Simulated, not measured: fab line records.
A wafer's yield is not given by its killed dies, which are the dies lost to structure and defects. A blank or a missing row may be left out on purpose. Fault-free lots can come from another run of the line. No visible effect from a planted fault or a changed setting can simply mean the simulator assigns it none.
Comparing a struck lot with a sound one -- flow n5-finfet -- 36 out of 1938 route steps
Sound: wafers L900.1, L900.4, L900.6. Struck: wafers L895.3, L895.5 (left out: L895.6, a lot-mate that was not struck); the cause follows at the end.
Order at every step that has rows: each side's tool, ch and its chambers, its first start. Under that, the readings that differ: sound wafers -- struck wafers -- difference of the means -- sigmas: that difference in standard deviations of wafers without a fault.
alike: same words and numbers on both sides, and readings whose means sit less than 2 such deviations apart. not compared: any withheld reading, any reading some wafer has no value for, any bound like >300 that may hide the same value, and any number with overlapping values for which the record gives no deviation.
A row with sigmas, a row that says differs or no value, or rows on one side alone: a step with any of these is where the two part. Numbers that have no deviation but don't overlap get no sigmas and don't part them. A reading missing from all wafers of one side parts the sides only when that side holds two or more wafers.

first, 7 steps without rows for these wafers: N5_BEOL_M4_PRE_CLEAN_60 (time 15 s); N5_BEOL_M4_CO_CAP_55 (material Co, precursor CCTBA/H2, target thk 2 nm, time 102.1 s); N5_BEOL_M4_PRE_CLEAN_56 (time 15 s); N5_BEOL_M4_DEP_57 (deposits SiCN from 3MS/NH3, target thk 8 nm, time 14 s); N5_BEOL_M5_ILD_DEP_00 (deposits SiCOH lowk from DEMS/porogen, target thk 140.64 nm, time 25.9 s); N5_BEOL_M5_CURE_79 (cures SiCOH lowk, time 240 s); N5_BEOL_M5_PECVD_70 (deposits SiO2 from TEOS/O2, target thk 16 nm, time 18 s).
N5_BEOL_M5_HM_DEP_02: deposits TiN, target thk 20 nm.
  struck on pvd-sputter-02, day 11 00:02; sound on pvd-sputter-01, day 12 19:47
reading,sound,struck,difference,sigmas
model.TiN_of_BEOL_M5_HM_DEP_02.thk-nm (nm),19.8 20 19.8,13 12.8,-7,
  alike: throttle-valve-pct
then, 16 steps without rows for these wafers: N5_BEOL_M5_COAT_59 (time 60 s, resist thk 60 nm); N5_BEOL_M5_COAT_60 (time 60 s, resist thk 12 nm); N5_BEOL_M5_COAT_71 (time 60 s, resist thk 5 nm); N5_BEOL_M5_COAT_05 (resist thk 30 nm); N5_BEOL_M5_EBR_07; N5_BEOL_M5_SOFTBAKE_06 (time 60 s); N5_BEOL_M5_EXPOSE_08 (exposes mask M5, target cd 28 nm); N5_BEOL_M5_PEB_09 (peb time 60 s); N5_BEOL_M5_DEVELOP_10 (develop time 30 s); N5_BEOL_M5_DESCUM_16 (chemistry O2, time 7 s); N5_BEOL_M5_ETCH_72 (etches underlayer in N2/H2, target depth 6.5 nm, time 5.2 s); N5_BEOL_M5_ETCH_61 (etches SiARC in CF4, target depth 15.6 nm, time 26 s); N5_BEOL_M5_ETCH_62 (etches SOC in N2/H2, target depth 75 nm, overetch 15 nm, time 112.5 s); N5_BEOL_M5_STRIP_63 (strips in N2/H2); N5_BEOL_M5_STRIP_73 (strips in N2/H2); N5_BEOL_M5_STRIP_64 (strips in CF4).
N5_BEOL_M5_HM_OPEN_17: chemistry Cl2/BCl3, target TiN, target depth 20 nm, overetch 6 nm.
  sound on rie-metal-02 ch 0, day 12 20:42; struck on rie-metal-01 ch 1, day 11 00:57
reading,sound,struck,difference,sigmas
drypump-motor-current-A (A),5.2 5.2 5.2,6.2 6.2,+1.0,+3
oes-product-au (a.u.),0.64 0.63 0.63,0.54 0.54,-0.09,-2
throttle-valve-pct (%),22.15 22.13 22.15,22.65 22.67,+0.52,+5
model.etch.depth-nm (nm),19.89 19.93 19.82,12.95 12.82,-6.99,
  not compared: rf-hours-counter-h
then, 8 steps without rows for these wafers: N5_BEOL_M5_STRIP_19 (strips in O2); N5_BEOL_M5_COAT_65 (time 60 s, resist thk 60 nm); N5_BEOL_M5_COAT_66 (time 60 s, resist thk 12 nm); N5_BEOL_M5_COAT_74 (time 60 s, resist thk 5 nm); N5_BEOL_M5_COAT_22 (resist thk 30 nm); N5_BEOL_M5_EBR_24; N5_BEOL_M5_SOFTBAKE_23 (time 60 s); N5_BEOL_M5_EXPOSE_25 (exposes mask V4, defocus 10 nm).
N5_BEOL_M5_TRENCH_ETCH_37: etches SiCOH lowk in C4F6/O2, target depth 71.652 nm, time 24.7 s.
  sound: rie-diel-06 ch 1,3; struck: rie-diel-06 ch 1
reading,sound,struck,difference,sigmas
model.TiN_of_BEOL_M5_HM_DEP_02.thk-nm (nm),17.8 17.8 17.6,10.8 10.8,-6.9,
  alike: drypump-motor-current-A, oes-product-au, rf-vpp-V, showerhead-plenum-p-Torr, throttle-valve-pct
  not compared: rf-hours-counter-h, model.BEOL_M5.cd-nm
N5_BEOL_M5_ETCH_41: etches SiCN in CH3F/O2, target depth 31.5 nm, time 56.7 s.
  sound: rie-diel-06 ch 1,3; struck: rie-diel-06 ch 1
reading,sound,struck,difference,sigmas
model.BEOL_M5.cd-nm (nm),28 28 28,28.2 28.6,+0.4,
  alike: drypump-motor-current-A, oes-product-au, rf-vpp-V, showerhead-plenum-p-Torr, throttle-valve-pct
  not compared: rf-hours-counter-h
-- record jumps: 5 days separate the struck wafers' starts on either side; left off in module BEOL_M5, taken up again in module PASSIVATION, whose first shown step is the route's number 1936 --
N5_PASSIVATION_PROBE_49:
  struck on prober-01, day 15 16:35; sound on prober-02, day 17 09:59
reading,sound,struck,difference,sigmas
killed-short,14,41,+27,+4
sort_bin_6_memory (%),1.6,3.9,+2.3,+3
  alike: defect-limited-yield, killed_at_M0_to_M3, killed_at_M4_up, killed-at-contacts, killed-at-front-end, killed-at-other, killed-dies, killed-open, sort_bin_5_function, sort_bin_8_speed, sort-n-pass, sort-yield-pct

== WHERE THEY PART ==
At N5_BEOL_M5_HM_OPEN_17 first; at N5_PASSIVATION_PROBE_49 last (within this record only).

WHY: whatever the simulator had introduced
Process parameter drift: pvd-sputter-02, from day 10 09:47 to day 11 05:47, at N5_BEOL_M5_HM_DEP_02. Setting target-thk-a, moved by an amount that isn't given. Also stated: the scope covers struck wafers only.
